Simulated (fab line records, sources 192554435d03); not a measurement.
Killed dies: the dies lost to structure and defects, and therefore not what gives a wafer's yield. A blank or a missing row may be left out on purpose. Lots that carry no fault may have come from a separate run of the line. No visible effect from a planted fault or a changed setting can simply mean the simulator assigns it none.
Struck lot and sound lot, side by side / flow n5_finfet / 16 out of 1938 route steps
Sound: the wafers L704.1, L704.3, L704.4. Struck: wafer L720.1. (L720.2, L720.4 of the same lot were not struck and are left out.) The cause comes at the end.
Per side, at each step with rows, come the tool, then ch with its chambers, and then its first start. Under that, the readings that differ: sound wafers / struck wafers / difference of the means / sigmas: that difference in standard deviations of wafers without a fault.
alike: readings whose means differ by less than 2 such deviations, and words and numbers that are the same on both sides. not compared: withheld readings, readings that some wafer has no value for, bounds like >300 that may hide the same value, and numbers for which the record gives no deviation and whose values overlap.
The two part at a step that has a row with sigmas, a row that says differs or no value, or rows on one side only. Numbers that have no deviation but don't overlap get no sigmas and don't part them. A reading that every wafer of one side lacks parts them only if that side has two wafers or more.

first, 8 steps without rows for these wafers: N5_HKMG_FIN_COAT_41 (time 60 s, resist thk 300 nm); N5_HKMG_FIN_COAT_42 (time 60 s, resist thk 35 nm); N5_HKMG_FIN_COAT_43 (resist thk 90 nm); N5_HKMG_FIN_EBR_45; N5_HKMG_FIN_SOFTBAKE_44 (time 60 s); N5_HKMG_FIN_EXPOSE_46 (exposes mask NDIPOLE); N5_HKMG_FIN_PEB_47 (peb time 60 s); N5_HKMG_FIN_DEVELOP_48 (develop time 30 s).
N5_HKMG_FIN_CD_MEAS_49 targets a cd of 202 nm.
  sound on cd_sem-01 ch 0, day 4 06:23; struck on cd_sem-02 ch 0, day 8 06:31
  alike: cd_nm
N5_HKMG_FIN_OVL_MEAS_50:
  sound on overlay-01 ch 0, day 4 06:25; struck on overlay-01 ch 0, day 8 06:33
  alike: NDIPOLE_OVL
N5_HKMG_FIN_INSPECT_61: inspects for defects (macro).
  sound on defect_inspect-01 at day 4 06:26; struck on defect_inspect-02 at day 8 06:34
  alike: raw_defect_count
N5_HKMG_FIN_DESCUM_53: chemistry O2, time 7.9 s.
  sound on rie_diel-05 ch 0,2,3, day 4 06:28; struck on rie_diel-06 ch 0, day 8 06:37
  alike: drypump_motor_current_A, oes_product_au, rf_vpp_V, showerhead_plenum_p_Torr, throttle_valve_pct
  not compared: rf_hours_counter_h
N5_HKMG_FIN_ETCH_54: etches SiARC in CF4, target depth 45.5 nm, time 75.8 s.
  sound on rie_diel-05 ch 0,2,3, day 4 06:30; struck on rie_diel-06 ch 0, day 8 06:38
reading=etch_rf_on_time_s (s); sound=76.4 77.0 75.0; struck=175.9; difference=+99.8; sigmas=+48
reading=rf_vpp_V (V); sound=184.5 183.4 184.6; struck=252.8; difference=+68.6; sigmas=+75
  alike: drypump_motor_current_A, oes_product_au, showerhead_plenum_p_Torr, throttle_valve_pct
  not compared: rf_hours_counter_h
N5_HKMG_FIN_ETCH_55: etches SOC in N2/H2, target depth 240 nm, time 300 s.
  sound on rie_diel-05 ch 0,2,3, day 4 06:34; struck on rie_diel-06 ch 0, day 8 06:42
  alike: drypump_motor_current_A, n2_flow_sccm, oes_product_au, rf_vpp_V, showerhead_plenum_p_Torr, throttle_valve_pct
  not compared: rf_hours_counter_h
-- the record jumps here: 6 days lie between the struck wafers' starts before and after (it left off in module HKMG_FIN and takes up again in module BEOL_M4, whose first step shown is number 1111 of the route) --
N5_BEOL_M4_RC_MEAS_101:
  sound on prober-01 ch 0, day 7 20:54; struck on prober-01 ch 0, day 14 09:32
  alike: DIBL_N, DIBL_P, IOFF_N, IOFF_P, ION_N, ION_P, SS_N, SS_P, VT_N, VT_P
-- a jump in the record: the struck wafers' starts before and after are 5 days apart (it breaks off in module BEOL_M4 and resumes in module PASSIVATION, where the first step shown is number 1936 of the route) --
N5_PASSIVATION_PROBE_49:
  sound on prober-02 at day 11 11:47; struck on prober-01 at day 19 16:50
  alike: defect_limited_yield, killed_at_M0_to_M3, killed_at_M4_up, killed_at_contacts, killed_at_front_end, killed_at_other, killed_dies, killed_open, killed_short, sort_bin_5_function, sort_bin_6_memory, sort_n_pass, sort_yield_pct

## WHERE THEY PART
N5_HKMG_FIN_ETCH_54 only, going by this record. Later steps at which nothing parts them and some readings are alike: N5_HKMG_FIN_ETCH_55, N5_BEOL_M4_RC_MEAS_101, N5_PASSIVATION_PROBE_49.

WHY: whatever the simulator had introduced
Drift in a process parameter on rie_diel-06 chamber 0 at N5_HKMG_FIN_ETCH_54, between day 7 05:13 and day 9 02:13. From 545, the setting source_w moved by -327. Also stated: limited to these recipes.
